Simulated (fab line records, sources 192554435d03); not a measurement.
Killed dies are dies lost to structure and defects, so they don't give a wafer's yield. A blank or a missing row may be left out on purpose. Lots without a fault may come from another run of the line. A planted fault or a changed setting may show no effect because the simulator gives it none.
fab line records | flow n5_finfet
record lots=24 wafers=72 last_day=19
route steps=1938 shown MOL_CONTACT_COAG@604 BEOL_M0_SAQP@638
lots that met no fault: from a run of the same line without faults
start_h: hours from the record's first day to the start of the lot's first wafer shown | wait_h: hours since the lot's step before | " the same as in the row above | L1.1+2: a row that stands for several wafers | - no value, or no start given | * or withheld: withheld | < > ~ a bound
route shown NAME@n: a module of which the file shows steps, and the number in the route of the first | usual: mean/standard deviation of fault-free wafers | same: alike in all rows | chamber/n: place in a boat | sites: the reading at each site | _std_site: their standard deviation | _edge_site: outer sites' mean less inner sites' | radius_mm: how far each site lies from the wafer's centre | mask NAME#n: copy n | behind: the tool/chamber that last shaped the wafer | hold: why the lot was held/for how many hours/how that ended | device: the transistor (n, p or np) that didn't switch | end of line: the same wafers' tests at the end of the route | a step without rows: its recipe alone | killed: dies lost to structure and defects at the first sort, not the wafer's yield | map: a wafer's dies, x killed, . not, _ none there
set.NAME: the setting as run; set.NAME@STEP: as run at that earlier step | model.NAME: the simulator's own value behind a step, which no gauge read
steps of the route over a sample of lots; a table a step, a row a wafer
services: from which hour (start_h, from the record's first day; less than 0 if before it) a tool's chamber was out of use, for how many hours, and why
## steps
# step N5_MOL_CONTACT_COAG_INSPECT_42
# recipe mode=adi inspect_instrument=brightfield
# usual raw_defect_count=222/51
# columns lot.wafer tool chamber start_h wait_h raw_defect_count
L074.1 defect_inspect-01 - 101.18 0.1 231
L074.2 " - " " 283
L074.6 " - " " 258
L075.2 defect_inspect-02 - 109.79 0.0 227
L075.3 " - " " 243
L075.5 " - " " 259
L076.3 defect_inspect-02 - 114.97 0.0 247
L076.4 " - " " 196
L076.5 " - " " 148
L077.2 defect_inspect-02 - 116.92 0.0 227
L077.3 " - " " 252
L077.5 " - " " 242
L078.3 defect_inspect-01 - 124.01 0.0 236
L078.4 " - " " 150
L078.6 " - " " 192
L079.1 defect_inspect-02 - 135.08 0.1 135
L079.3 " - " " 195
L079.4 " - " " 162
L080.3 defect_inspect-02 - 138.60 0.0 214
L080.4 " - " " 214
L080.5 " - " " 185
L081.4 defect_inspect-02 - 153.08 0.0 206
L081.5 " - " " 180
L081.6 " - " " 266
L082.1 defect_inspect-01 - 154.90 0.1 226
L082.2 " - " " 306
L082.4 " - " " 286
L083.1 defect_inspect-01 - 157.04 0.1 224
L083.4 " - " " 255
L083.5 " - " " 291
L084.4 defect_inspect-02 - 161.86 0.0 115
L084.5 " - " " 192
L084.6 " - " " 161
L085.1 defect_inspect-01 - 169.31 0.1 288
L085.2 " - " " 222
L085.6 " - " " 240
L086.2 defect_inspect-02 - 173.57 0.0 246
L086.3 " - " " 273
L086.4 " - " " 272
L087.2 defect_inspect-01 - 178.45 0.0 227
L087.3 " - " " 215
L087.4 " - " " 221
L088.1 defect_inspect-01 - 187.58 0.1 178
L088.3 " - " " 148
L088.5 " - " " 147
L089.2 defect_inspect-02 - 193.00 0.0 219
L089.4 " - " " 146
L089.5 " - " " 198
L090.1 defect_inspect-01 - 194.02 0.1 252
L090.2 " - " " 287
L090.4 " - " " 233
L091.2 defect_inspect-01 - 199.73 0.0 273
L091.4 " - " " 126
L091.5 " - " " 151
L092.1 defect_inspect-02 - 206.88 0.1 247
L092.2 " - " " 223
L092.3 " - " " 182
L093.1 defect_inspect-01 - 212.77 0.1 216
L093.2 " - " " 386
L093.4 " - " " 199
L094.2 defect_inspect-01 - 224.53 0.0 142
L094.3 " - " " 211
L094.4 " - " " 218
L095.3 defect_inspect-02 - 224.72 0.0 281
L095.4 " - " " 248
L095.5 " - " " 259
L096.2 defect_inspect-01 - 232.90 0.0 240
L096.3 " - " " 220
L096.5 " - " " 237
L097.2 defect_inspect-01 - 236.54 0.0 249
L097.4 " - " " 327
L097.6 " - " " 302
# step N5_MOL_CONTACT_COAG_STRIP_72
# recipe chemistry=N2/H2 power_w=450 temp_c=40 pressure_mtorr=20 rf_frequency_hz=6e+07 overash_fraction=3 bias_power_w=7 h2_frac=0.5 n2_flow_sccm=200 h2_flow_sccm=200
# usual drypump_motor_current_A=5.50/0.29 oes_product_au=0.78/0.11 power_w=449.8/1.3 rf_vpp_V=59.0/1.8 showerhead_plenum_p_Torr=2.53/0.089 throttle_valve_pct=23.55/0.3
# columns lot.wafer tool chamber start_h wait_h drypump_motor_current_A oes_product_au power_w rf_hours_counter_h rf_vpp_V showerhead_plenum_p_Torr throttle_valve_pct
L074.1 rie_diel-04 1 101.86 0.0 5.94 0.73 450.9 183 57.1 2.43 23.40
L074.2 " 2 " " 5.40 0.69 450.0 223 59.0 2.50 23.28
L074.6 " 3 " " 5.21 0.75 449.3 - 58.7 2.56 23.80
L075.2 rie_diel-01 3 110.42 0.0 5.26 0.98 449.5 4 60.3 2.48 23.02
L075.3 " 0 " " 5.36 0.75 450.0 180 58.5 2.63 23.75
L075.5 " 2 " " 5.75 0.75 448.9 - 56.0 2.42 23.54
L076.3 rie_diel-01 2 115.78 0.0 5.78 0.75 446.9 177 56.6 2.42 23.47
L076.4 " 0 " " 5.35 0.73 452.5 181 60.3 2.63 23.78
L076.5 " 2 " " 5.79 0.75 449.9 - 55.1 2.42 23.50
L077.2 rie_diel-04 2 117.54 0.0 5.41 0.70 450.9 228 57.4 2.50 23.29
L077.3 " 0 " " 5.53 0.72 451.0 197 57.8 2.53 23.88
L077.5 " 3 " " 5.21 0.74 449.0 - 60.0 2.55 23.78
L078.3 rie_diel-04 1 124.64 0.0 5.92 0.72 451.0 190 58.4 2.42 23.37
L078.4 " 2 " " 5.40 0.69 452.2 230 58.3 2.50 23.28
L078.6 " 0 " " 5.56 0.73 449.1 - 58.6 2.53 23.86
L079.1 rie_diel-04 1 136.15 0.0 5.93 0.72 447.4 194 62.1 2.42 23.37
L079.3 " 0 " " 5.50 0.74 450.7 202 60.9 2.52 23.88
L079.4 " 2 " " 5.40 0.68 449.3 234 60.1 2.50 23.27
L080.3 rie_diel-01 2 139.48 0.0 5.79 0.71 447.5 186 60.5 2.41 23.56
L080.4 " 2 " " 5.78 0.73 448.5 - 56.9 2.41 23.58
L080.5 " 1 " " 5.65 0.70 449.8 - 59.1 2.40 23.44
L081.4 rie_diel-03 0 154.37 0.0 5.83 1.01 448.8 1 59.7 2.61 23.17
L081.5 " 0 " " 5.83 1.00 449.7 - 61.1 2.61 23.17
L081.6 " 1 " " 5.85 0.67 449.7 - 57.7 2.61 23.90
L082.1 rie_diel-03 0 155.55 0.0 5.81 0.99 449.1 1 57.2 2.61 23.13
L082.2 " 1 " " 5.84 0.69 449.6 229 57.4 2.61 23.89
L082.4 " 2 " " 4.92 0.97 449.6 10 57.4 2.71 23.81
L083.1 rie_diel-01 0 157.68 0.0 5.36 0.71 450.1 193 60.4 2.63 23.78
L083.4 " 1 " " 5.65 0.69 450.2 210 56.8 2.40 23.37
L083.5 " 3 " " 5.23 0.91 447.4 - 56.1 2.48 23.05
L084.4 rie_diel-03 3 162.49 0.0 5.45 0.87 449.1 48 55.9 2.58 23.66
L084.5 " 0 " " 5.82 0.97 449.4 - 59.8 2.61 23.15
L084.6 " 1 " " 5.84 0.67 451.0 - 58.5 2.61 23.94
L085.1 rie_diel-04 3 169.98 0.0 5.21 0.73 448.6 169 62.0 2.55 23.78
L085.2 " 2 " " 5.41 0.69 450.1 246 60.0 2.49 23.32
L085.6 " 1 " " 5.96 0.71 450.3 - 60.3 2.42 23.39
L086.2 rie_diel-04 2 174.70 0.0 5.41 0.68 450.6 248 58.3 2.49 23.28
L086.3 " 3 " " 5.22 0.74 450.7 171 57.9 2.55 23.86
L086.4 " 0 " " 5.53 0.73 452.0 213 53.7 2.52 23.86
L087.2 rie_diel-03 3 179.09 0.0 5.42 0.84 449.6 53 59.5 2.58 23.67
L087.3 " 2 " " 4.92 0.94 452.5 18 59.0 2.71 23.76
L087.4 " 1 " " 5.84 0.67 449.5 236 58.7 2.61 23.95
L088.1 rie_diel-03 3 188.50 0.0 5.44 0.86 449.7 56 62.9 2.58 23.66
L088.3 " 2 " " 4.96 0.94 449.2 21 58.5 2.71 23.77
L088.5 " 2 " " 4.95 0.91 449.2 - 62.0 2.71 23.76
L089.2 rie_diel-04 3 193.69 0.0 5.18 0.73 450.0 178 60.1 2.54 23.80
L089.4 " 1 " " 5.93 0.72 452.9 - 55.3 2.41 23.38
L089.5 " 0 " " 5.53 0.73 450.5 - 61.0 2.52 23.94
L090.1 rie_diel-04 1 194.85 0.0 5.91 0.70 451.7 213 55.8 2.41 23.42
L090.2 " 3 " " 5.24 0.74 448.7 178 60.7 2.54 23.83
L090.4 " 1 " " 5.90 0.71 450.7 - 57.7 2.41 23.40
L091.2 rie_diel-04 1 200.45 0.0 5.93 0.73 450.4 216 59.5 2.41 23.45
L091.4 " 0 " " 5.53 0.70 448.2 223 56.3 2.52 23.90
L091.5 " 1 " " 5.92 0.72 449.5 - 56.8 2.41 23.39
L092.1 rie_diel-04 0 207.51 0.0 5.56 0.71 450.8 226 58.3 2.52 23.90
L092.2 " 2 " " 5.41 0.99 448.7 5 58.2 2.49 22.89
L092.3 " 3 " " 5.23 0.73 450.3 185 59.5 2.54 23.81
L093.1 rie_diel-03 0 213.69 0.0 5.84 0.94 449.2 22 58.9 2.60 23.20
L093.2 " 2 " " 4.91 0.92 450.6 29 58.6 2.70 23.79
L093.4 " 3 " " 5.45 0.84 449.1 65 63.5 2.57 23.69
L094.2 rie_diel-03 0 225.17 0.0 5.83 0.92 448.7 27 58.0 2.60 23.23
L094.3 " 3 " " 5.43 0.83 449.3 69 60.9 2.57 23.67
L094.4 " 0 " " 5.84 0.92 451.0 - 56.5 2.60 23.18
L095.3 rie_diel-01 1 225.35 0.0 5.64 0.68 450.1 239 61.0 2.39 23.49
L095.4 " 3 " " 5.28 0.84 451.4 - 59.0 2.47 23.09
L095.5 " 1 " " 5.63 0.68 452.0 - 61.7 2.39 23.48
L096.2 rie_diel-01 3 233.53 0.0 5.28 0.85 449.8 55 56.3 2.46 23.08
L096.3 " 0 " " 5.31 0.69 449.4 226 58.6 2.61 23.81
L096.5 " 0 " " 5.32 0.69 451.6 - 60.4 2.61 23.84
L097.2 rie_diel-01 0 237.30 0.1 5.31 0.68 449.5 228 60.6 2.61 23.85
L097.4 " 1 " " 5.62 0.67 449.4 - 58.3 2.39 23.46
L097.6 " 1 " " 5.63 0.68 449.8 - 58.1 2.39 23.45
# step N5_BEOL_M0_SAQP_PECVD_04
# recipe material=a-Si target_thk_a=600 temp_c=350 precursor=SiH4/He pressure_torr=3 rf_w=100 time_s=60.2
# usual heater_power_w=624/70 showerhead_plenum_p_Torr=5.64/0.046 throttle_valve_pct=18.4/0.9
# columns lot.wafer tool chamber start_h wait_h heater_power_w showerhead_plenum_p_Torr since_wet_clean_h throttle_valve_pct
L074.1 pecvd-01 1 107.69 0.0 682 5.69 1718 20.6
L074.2 " 0 " " 612 5.66 993 17.7
L074.6 " 1 " " 693 5.71 - 20.6
L075.2 pecvd-02 1 115.49 0.0 557 5.66 1363 17.5
L075.3 " 2 " " 606 5.63 2088 18.0
L075.5 " 0 " " 520 5.63 - 18.1
L076.3 pecvd-02 0 121.71 0.0 492 5.65 644 18.6
L076.4 " 1 " " 620 5.66 - 17.7
L076.5 " 2 " " 669 5.63 - 18.1
L077.2 pecvd-01 2 128.26 0.0 762 5.66 259 17.7
L077.3 " 1 " " 648 5.69 1738 20.6
L077.5 " 1 " " 644 5.70 - 20.3
L078.3 pecvd-02 0 129.98 0.0 550 5.65 653 18.5
L078.4 " 1 " " 635 5.66 - 17.7
L078.6 " 2 " " 618 5.63 - 18.3
L079.1 pecvd-02 1 141.55 0.0 637 5.65 1389 17.7
L079.3 " 0 " " 493 5.64 664 18.6
L079.4 " 1 " " 644 5.66 - 17.8
L080.3 pecvd-04 0 147.68 0.0 668 5.55 1214 18.3
L080.4 " 1 " " 540 5.60 - 18.5
L080.5 " 0 " " 663 5.54 - 18.2
L081.4 pecvd-01 1 159.90 0.0 696 5.70 - 20.6
L081.5 " 0 " " 692 5.66 - 17.4
L081.6 " 2 " " 682 5.67 - 17.8
L082.1 pecvd-04 0 164.09 0.0 639 5.53 1230 18.4
L082.2 " 2 " " 586 5.65 476 18.6
L082.4 " 0 " " 644 5.52 - 18.4
L083.1 pecvd-04 2 165.29 0.0 591 5.66 478 18.2
L083.4 " 1 " " 561 5.62 - 18.7
L083.5 " 0 " " 557 5.54 - 18.0
L084.4 pecvd-01 0 168.29 0.0 724 5.64 - 17.3
L084.5 " 1 " " 620 5.73 - 20.3
L084.6 " 2 " " 747 5.66 - 17.7
L085.1 pecvd-01 1 176.20 0.0 621 5.71 1786 20.7
L085.2 " 2 " " 683 5.68 307 17.6
L085.6 " 1 " " 630 5.70 - 20.7
L086.2 pecvd-02 0 181.95 0.0 511 5.65 705 18.8
L086.3 " 1 " " 619 5.66 1430 17.7
L086.4 " 0 " " 506 5.64 - 18.6
L087.2 pecvd-02 1 184.48 0.0 646 5.67 1432 17.7
L087.3 " 2 " " 652 5.64 2157 18.3
L087.4 " 1 " " 626 5.65 - 17.6
L088.1 pecvd-04 0 194.59 0.0 633 5.53 1261 18.6
L088.3 " 2 " " 584 5.66 507 18.5
L088.5 " 0 " " 647 5.54 - 18.2
L089.2 pecvd-02 2 198.89 0.0 618 5.63 2172 18.3
L089.4 " 2 " " 620 5.61 - 18.1
L089.5 " 1 " " 626 5.66 - 18.0
L090.1 pecvd-04 2 201.85 0.0 606 5.66 514 18.3
L090.2 " 0 " " 653 5.53 1268 18.3
L090.4 " 2 " " 594 5.65 - 18.5
L091.2 pecvd-02 0 205.86 0.0 472 5.64 728 19.0
L091.4 " 1 " " 570 5.66 - 18.0
L091.5 " 1 " " 569 5.66 - 17.8
L092.1 pecvd-04 2 213.07 0.0 612 5.67 525 18.5
L092.2 " 0 " " 668 5.51 1279 18.2
L092.3 " 1 " " 555 5.59 2004 18.7
L093.1 pecvd-01 1 218.87 0.0 716 5.70 1829 20.3
L093.2 " 2 " " 641 5.66 350 17.6
L093.4 " 2 " " 680 5.66 - 17.9
L094.2 pecvd-01 2 231.48 0.0 720 5.67 363 17.8
L094.3 " 0 " " 677 5.64 1117 17.7
L094.4 " 0 " " 679 5.65 - 17.7
L095.3 pecvd-04 0 234.75 0.0 675 5.53 1301 18.4
L095.4 " 1 " " 569 5.59 - 18.4
L095.5 " 2 " " 620 5.65 - 18.8
L096.2 pecvd-02 0 241.18 0.0 510 5.63 764 18.7
L096.3 " 1 " " 608 5.67 1489 17.5
L096.5 " 2 " " 686 5.63 - 17.0
L097.2 pecvd-01 0 242.20 0.0 694 5.64 1127 17.3
L097.4 " 1 " " 702 5.70 - 20.8
L097.6 " 2 " " 761 5.68 - 17.7
# step N5_BEOL_M0_SAQP_CD_MEAS_14
# recipe target_cd_nm=42.5 landing_energy_ev=500 detector=se_inlens
# usual cd_nm=42.4/0.38
# columns lot.wafer tool chamber start_h wait_h cd_nm
L074.1 cd_sem-03 0 108.14 - 42.3
L074.2 " 0 " " 42.0
L074.6 " 0 " " 42.4
L075.2 cd_sem-02 0 115.96 - 42.4
L075.3 " 0 " " 42.7
L075.5 " 0 " " 43.0
L076.3 cd_sem-03 0 122.29 - 42.2
L076.4 " 0 " " 42.4
L076.5 " 0 " " 42.6
L077.2 cd_sem-01 0 128.84 - 42.0
L077.3 " 0 " " 42.1
L077.5 " 0 " " 41.9
L078.3 cd_sem-01 0 130.56 - 42.5
L078.4 " 0 " " 42.4
L078.6 " 0 " " 42.6
L079.1 cd_sem-03 0 142.13 - 42.2
L079.3 " 0 " " 42.6
L079.4 " 0 " " 42.2
L080.3 cd_sem-01 0 148.26 - 41.9
L080.4 " 0 " " 42.5
L080.5 " 0 " " 42.3
L081.4 cd_sem-01 0 160.45 - 42.9
L081.5 " 0 " " 43.0
L081.6 " 0 " " 43.1
L082.1 cd_sem-01 0 164.67 - 42.3
L082.2 " 0 " " 42.2
L082.4 " 0 " " 41.9
L083.1 cd_sem-03 0 165.88 - 43.2
L083.4 " 0 " " 42.3
L083.5 " 0 " " 42.6
L084.4 cd_sem-02 0 168.72 - 42.9
L084.5 " 0 " " 42.3
L084.6 " 0 " " 42.4
L085.1 cd_sem-03 0 176.78 - 42.6
L085.2 " 0 " " 42.3
L085.6 " 0 " " 43.0
L086.2 cd_sem-03 0 182.53 - 43.0
L086.3 " 0 " " 42.6
L086.4 " 0 " " 42.4
L087.2 cd_sem-03 0 185.06 - 42.2
L087.3 " 0 " " 43.2
L087.4 " 0 " " 42.3
L088.1 cd_sem-03 0 195.05 - 42.4
L088.3 " 0 " " 42.2
L088.5 " 0 " " 42.0
L089.2 cd_sem-03 0 199.47 - 42.0
L089.4 " 0 " " 42.4
L089.5 " 0 " " 42.9
L090.1 cd_sem-01 0 202.43 - 43.4
L090.2 " 0 " " 43.1
L090.4 " 0 " " 42.7
L091.2 cd_sem-03 0 206.47 - 42.4
L091.4 " 0 " " 42.4
L091.5 " 0 " " 42.0
L092.1 cd_sem-01 0 213.65 - 43.2
L092.2 " 0 " " 42.5
L092.3 " 0 " " 42.6
L093.1 cd_sem-02 0 219.50 - 42.5
L093.2 " 0 " " 42.9
L093.4 " 0 " " 42.2
L094.2 cd_sem-01 0 232.06 - 41.8
L094.3 " 0 " " 41.4
L094.4 " 0 " " 41.9
L095.3 cd_sem-01 0 235.33 - 42.7
L095.4 " 0 " " 42.5
L095.5 " 0 " " 42.3
L096.2 cd_sem-02 0 241.76 - 42.0
L096.3 " 0 " " 42.1
L096.5 " 0 " " 41.6
L097.2 cd_sem-01 0 242.78 - 42.9
L097.4 " 0 " " 43.0
L097.6 " 0 " " 42.1
# step N5_BEOL_M0_SAQP_RECESS_104
# recipe chemistry=HF/NH3 target=SiO2 target_depth_a=180 afs_cycles=3 temp_c=30 sublimation_temp_c=180 sublimation_time_s=60
# usual drypump_motor_current_A=5.6/0.63
# columns lot.wafer tool chamber start_h wait_h drypump_motor_current_A
L074.1 vapor_etch-02 1 110.09 0.1 6.0
L074.2 " 0 " " 5.1
L074.6 " 0 " " 5.1
L075.2 vapor_etch-02 1 118.32 0.1 6.0
L075.3 " 1 " " 6.0
L075.5 " 0 " " 5.1
L076.3 vapor_etch-01 1 124.65 0.3 4.9
L076.4 " 0 " " 6.5
L076.5 " 1 " " 4.9
L077.2 vapor_etch-02 0 130.75 0.1 5.1
L077.3 " 0 " " 5.1
L077.5 " 1 " " 6.0
L078.3 vapor_etch-01 0 133.90 0.2 6.5
L078.4 " 1 " " 4.9
L078.6 " 0 " " 6.6
L079.1 vapor_etch-02 0 144.19 0.1 5.1
L079.3 " 0 " " 5.1
L079.4 " 1 " " 6.0
L080.3 vapor_etch-01 0 150.32 0.2 6.6
L080.4 " 1 " " 4.9
L080.5 " 1 " " 4.9
L081.4 vapor_etch-01 0 163.13 0.2 6.6
L081.5 " 1 " " 4.9
L081.6 " 0 " " 6.5
L082.1 vapor_etch-02 0 166.58 0.1 5.1
L082.2 " 1 " " 6.0
L082.4 " 1 " " 6.0
L083.1 vapor_etch-02 0 168.29 0.2 5.1
L083.4 " 1 " " 6.0
L083.5 " 1 " " 6.0
L084.4 vapor_etch-02 1 172.07 0.2 6.0
L084.5 " 1 " " 6.0
L084.6 " 0 " " 5.1
L085.1 vapor_etch-01 1 179.12 0.2 4.9
L085.2 " 0 " " 6.5
L085.6 " 0 " " 6.5
L086.2 vapor_etch-01 0 184.48 0.1 6.6
L086.3 " 1 " " 4.9
L086.4 " 0 " " 6.5
L087.2 vapor_etch-02 0 188.18 0.1 5.1
L087.3 " 1 " " 6.0
L087.4 " 0 " " 5.1
L088.1 vapor_etch-02 1 196.96 0.1 6.0
L088.3 " 0 " " 5.1
L088.5 " 0 " " 5.1
L089.2 vapor_etch-01 1 201.59 0.1 4.9
L089.4 " 1 " " 4.9
L089.5 " 1 " " 4.9
L090.1 vapor_etch-02 0 204.51 0.1 5.1
L090.2 " 1 " " 6.0
L090.4 " 1 " " 6.0
L091.2 vapor_etch-02 0 209.04 0.1 5.1
L091.4 " 1 " " 6.0
L091.5 " 0 " " 5.1
L092.1 vapor_etch-01 0 215.72 0.1 6.5
L092.2 " 1 " " 4.9
L092.3 " 0 " " 6.5
L093.1 vapor_etch-02 1 221.92 0.1 6.0
L093.2 " 0 " " 5.1
L093.4 " 0 " " 5.1
L094.2 vapor_etch-02 1 233.96 0.1 6.0
L094.3 " 0 " " 5.1
L094.4 " 1 " " 6.0
L095.3 vapor_etch-02 0 238.22 0.2 5.1
L095.4 " 1 " " 6.0
L095.5 " 0 " " 5.1
L096.2 vapor_etch-01 0 243.84 0.1 6.5
L096.3 " 0 " " 6.6
L096.5 " 1 " " 4.9
L097.2 vapor_etch-02 1 244.71 0.1 6.0
L097.4 " 0 " " 5.1
L097.6 " 1 " " 6.0
# step N5_BEOL_M0_SAQP_STRIP_108
# recipe chemistry=N2/H2 power_w=500 temp_c=40 pressure_mtorr=50 rf_frequency_hz=6e+07 overash_fraction=0.3 bias_power_w=28 h2_frac=0.5 n2_flow_sccm=300 h2_flow_sccm=300
# usual drypump_motor_current_A=6.1/0.46 oes_product_au=0.75/0.071 power_w=500.2/1.5 rf_vpp_V=121.7/0.99 showerhead_plenum_p_Torr=3.35/0.092 throttle_valve_pct=19.04/0.27
# columns lot.wafer tool chamber start_h wait_h drypump_motor_current_A oes_product_au power_w rf_hours_counter_h rf_vpp_V showerhead_plenum_p_Torr throttle_valve_pct
L074.1 rie_diel-06 1 110.72 0.0 5.8 0.77 499.5 127 120.2 3.26 18.71
L074.2 " 0 " " 6.5 0.96 499.2 14 121.3 3.42 19.10
L074.6 " 0 " " 6.5 0.95 498.9 - 123.1 3.42 19.11
L075.2 rie_diel-02 1 118.87 0.0 5.7 0.73 501.9 155 123.2 3.49 18.99
L075.3 " 3 " " 6.6 0.80 500.7 94 120.9 3.26 19.50
L075.5 " 0 " " 6.5 0.74 500.5 - 123.2 3.37 19.11
L076.3 rie_diel-05 2 125.08 0.0 6.8 0.72 498.9 210 121.3 3.35 18.68
L076.4 " 3 " " 5.2 0.75 499.8 - 122.3 3.34 19.16
L076.5 " 2 " " 6.8 0.73 499.8 - 121.2 3.35 18.68
L077.2 rie_diel-02 0 131.29 0.0 6.5 0.74 499.5 138 120.6 3.37 19.12
L077.3 " 1 " " 5.7 0.72 498.0 158 120.9 3.49 19.00
L077.5 " 2 " " 5.9 0.71 500.9 - 120.6 3.34 18.83
L078.3 rie_diel-02 0 134.32 0.0 6.6 0.74 499.7 138 122.2 3.37 19.13
L078.4 " 2 " " 5.8 0.71 500.7 199 123.0 3.34 18.83
L078.6 " 2 " " 5.9 0.71 498.8 - 120.7 3.34 18.85
L079.1 rie_diel-02 0 144.74 0.0 6.5 0.73 500.1 141 121.2 3.37 19.11
L079.3 " 3 " " 6.5 0.79 502.0 100 119.9 3.25 19.51
L079.4 " 1 " " 5.7 0.72 500.8 162 121.7 3.48 19.00
L080.3 rie_diel-02 1 150.75 0.0 5.7 0.72 498.2 164 122.3 3.48 19.00
L080.4 " 3 " " 6.5 0.80 500.2 101 119.2 3.25 19.51
L080.5 " 0 " " 6.6 0.74 500.8 - 121.2 3.37 19.12
L081.4 rie_diel-05 0 163.59 0.0 5.9 0.95 500.4 5 122.0 3.44 18.50
L081.5 " 0 " " 5.9 0.95 499.6 - 122.5 3.44 18.49
L081.6 " 1 " " 5.7 0.71 499.4 - 120.7 3.22 19.40
L082.1 rie_diel-02 0 167.13 0.0 6.6 0.73 498.2 147 122.0 3.37 19.14
L082.2 " 1 " " 5.7 0.71 502.7 168 122.5 3.48 18.99
L082.4 " 2 " " 5.8 0.71 500.8 209 121.8 3.33 18.84
L083.1 rie_diel-06 2 168.87 0.0 6.7 0.71 500.2 214 120.3 3.19 19.02
L083.4 " 1 " " 5.8 0.77 500.9 142 122.3 3.25 18.74
L083.5 " 0 " " 6.5 0.92 498.8 - 123.2 3.42 19.15
L084.4 rie_diel-06 3 172.52 0.0 5.6 0.73 503.1 165 123.5 3.48 18.93
L084.5 " 1 " " 5.8 0.76 500.2 - 121.3 3.25 18.74
L084.6 " 0 " " 6.5 0.91 500.9 - 122.7 3.41 19.13
L085.1 rie_diel-02 1 179.82 0.0 5.7 0.71 499.3 172 121.6 3.48 19.01
L085.2 " 0 " " 6.6 0.72 499.0 151 121.9 3.37 19.14
L085.6 " 1 " " 5.7 0.71 500.4 - 123.4 3.48 19.02
L086.2 rie_diel-06 2 185.03 0.0 6.7 0.70 498.3 219 120.1 3.19 19.00
L086.3 " 0 " " 6.5 0.91 498.2 33 123.0 3.41 19.13
L086.4 " 1 " " 5.8 0.76 500.5 147 122.9 3.25 18.74
L087.2 rie_diel-06 1 188.73 0.0 5.8 0.76 500.8 147 121.0 3.25 18.75
L087.3 " 2 " " 6.7 0.70 500.9 219 120.9 3.19 19.03
L087.4 " 3 " " 5.6 0.71 498.7 169 124.0 3.48 18.94
L088.1 rie_diel-02 1 197.55 0.0 5.7 0.70 502.6 177 121.5 3.48 19.01
L088.3 " 0 " " 6.5 0.73 499.7 155 122.3 3.36 19.16
L088.5 " 2 " " 5.9 0.70 498.9 - 122.2 3.33 18.85
L089.2 rie_diel-06 1 202.14 0.0 5.8 0.77 499.4 152 121.0 3.25 18.75
L089.4 " 1 " " 5.8 0.77 498.0 - 121.7 3.25 18.75
L089.5 " 0 " " 6.4 0.90 499.6 - 123.2 3.41 19.16
L090.1 rie_diel-02 0 205.07 0.0 6.6 0.73 500.0 158 121.2 3.36 19.18
L090.2 " 3 " " 6.5 0.78 499.0 117 121.1 3.24 19.54
L090.4 " 2 " " 5.9 0.69 500.3 221 122.0 3.33 18.86
L091.2 rie_diel-02 0 209.64 0.0 6.6 0.73 500.6 159 122.3 3.36 19.14
L091.4 " 1 " " 5.7 0.70 500.0 182 121.9 3.47 19.03
L091.5 " 3 " " 6.5 0.78 502.2 - 121.7 3.24 19.54
L092.1 rie_diel-05 2 216.29 0.0 6.7 0.70 498.2 240 122.6 3.33 18.73
L092.2 " 0 " " 5.9 0.90 500.8 16 121.4 3.43 18.51
L092.3 " 3 " " 5.2 0.71 499.9 204 123.4 3.32 19.24
L093.1 rie_diel-05 2 222.47 0.0 6.7 0.70 501.8 242 122.6 3.33 18.72
L093.2 " 0 " " 6.0 0.91 499.4 19 121.8 3.43 18.53
L093.4 " 1 " " 5.8 0.68 503.5 217 121.4 3.21 19.44
L094.2 rie_diel-05 2 234.51 0.0 6.8 0.70 500.0 246 122.9 3.33 18.74
L094.3 " 0 " " 6.0 0.89 501.1 22 123.4 3.43 18.50
L094.4 " 1 " " 5.7 0.69 502.0 220 121.9 3.20 19.43
L095.3 rie_diel-02 3 238.65 0.0 6.5 0.77 498.3 127 121.0 3.24 19.55
L095.4 " 0 " " 6.5 0.71 498.0 167 121.8 3.36 19.16
L095.5 " 3 " " 6.5 0.76 499.6 - 120.3 3.24 19.56
L096.2 rie_diel-02 3 244.42 0.0 6.6 0.77 501.2 129 120.7 3.24 19.55
L096.3 " 0 " " 6.6 0.71 501.2 169 123.7 3.36 19.18
L096.5 " 2 " " 5.8 0.68 502.8 - 123.0 3.32 18.87
L097.2 rie_diel-06 3 245.36 0.0 5.6 0.71 498.1 186 123.1 3.47 18.97
L097.4 " 2 " " 6.7 0.70 500.7 - 119.6 3.18 19.04
L097.6 " 3 " " 5.6 0.71 498.3 - 121.3 3.47 18.97
## services
# columns tool chamber start_h hours kind
rie_diel-02 1 93.14 16.4 repair
rie_diel-01 1 97.91 3.7 repair
vapor_etch-02 - 98.77 2.3 repair
rie_diel-01 0 130.07 9.3 repair
rie_diel-01 - 130.59 0.9 repair
rie_diel-03 - 149.57 2.8 pm
rie_diel-04 0 165.31 3.0 repair
pecvd-04 - 173.70 14.6 pm
rie_diel-04 2 183.03 - clean
rie_diel-04 2 183.03 - consumable_replace:focus_ring
rie_diel-04 2 183.03 14.3 scheduled_down
rie_diel-04 2 183.03 14.3 vent_cycle
vapor_etch-02 - 183.53 1.0 repair
pecvd-02 0 192.04 5.5 scheduled_down
rie_diel-05 1 198.10 1.3 repair
pecvd-01 0 201.42 29.6 repair
pecvd-02 2 202.38 - clean
pecvd-02 2 202.38 - consumable_replace:showerhead
pecvd-02 2 202.38 29.0 scheduled_down
pecvd-02 2 202.38 29.0 vent_cycle
rie_diel-06 3 216.58 5.0 repair
rie_diel-04 1 232.60 8.5 repair
rie_diel-01 3 236.72 4.0 repair
rie_diel-06 1 240.99 8.6 repair
## key
fault none
